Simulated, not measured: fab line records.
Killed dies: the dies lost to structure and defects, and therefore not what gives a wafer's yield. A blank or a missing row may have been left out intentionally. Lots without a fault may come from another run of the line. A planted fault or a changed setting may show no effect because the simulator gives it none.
Chamber matching    flow n5Finfet    N5_BEOL_M5_PECVD_70 on pecvd-04: 3 sister chambers
The step deposits SiO2 from TEOS/O2, target thk 16 nm, time 18 s. 18 wafers are shown with their chamber, then 9 later ones without.

EACH WAFER AND ITS CHAMBER
wafer   chamber  throttleValvePct (%)  showerheadPlenumPTorr (Torr)  heaterPowerW (W)
L075.2  2        21.6                  8.71                          698
L075.5  2        21.4                  8.71                          711
L075.6  0        22.1                  8.74                          663
L082.2  1        22.5                  8.74                          595
L082.4  1        22.6                  8.75                          579
L082.5  0        22.2                  8.71                          720
L083.2  1        22.6                  8.75                          649
L083.3  2        21.7                  8.71                          670
L083.6  1        22.8                  8.76                          636
L084.1  1        22.5                  8.75                          671
L084.5  2        21.9                  8.73                          663
L084.6  0        22.4                  8.73                          736
L088.1  2        22.1                  8.73                          692
L088.2  1        22.6                  8.75                          686
L088.3  0        22.4                  8.72                          682
L093.1  2        21.9                  8.70                          648
L093.3  1        22.6                  8.76                          626
L093.6  1        22.7                  8.76                          607

SIGNATURES, as means of the wafers listed above
reading                chamber 0  chamber 1  chamber 2  scatter within a chamber
throttleValvePct       22.275     22.613     21.767     0.173
showerheadPlenumPTorr  8.7250     8.7525     8.7150     0.0103
heaterPowerW           700.25     631.12     680.33     32.5
Rule: for a wafer and a chamber, the distance is found by dividing, reading by reading, the gap between the wafer's reading and the chamber's mean by the reading's scatter, squaring, summing and taking the root. The wafer belongs to the nearest chamber; if the next one is less than 2 further off, it can't be placed. The scatter: take each reading less its chamber's mean, square it, sum over the shown wafers, divide by the number of wafers less the number of chambers, and take the root.

WAFERS WHOSE CHAMBER IS MISSING
wafer   throttleValvePct (%)  showerheadPlenumPTorr (Torr)  heaterPowerW (W)
L094.2  22.5                  8.73                          633
L094.3  22.6                  8.78                          594
L094.6  21.7                  8.73                          690
L096.1  21.8                  8.71                          694
L096.3  22.4                  8.76                          658
L096.4  22.0                  8.71                          692
L097.1  21.8                  8.69                          700
L097.2  22.4                  8.72                          735
L097.5  22.1                  8.73                          721

WHICH CHAMBER EACH WENT THROUGH
wafer   from the rows above      in truth
L094.2  can't be placed: 1 or 0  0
L094.3  1                        1
L094.6  can't be placed: 2 or 0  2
L096.1  2                        2
L096.3  1                        1
L096.4  can't be placed: 2 or 0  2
L097.1  can't be placed: 2 or 0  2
L097.2  0                        0
L097.5  can't be placed: 0 or 2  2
Correct placement for 4 of the 9. Cannot be placed on the basis of these rows: 5; the candidates contain the true chamber in 5. Wrongly placed: 0.
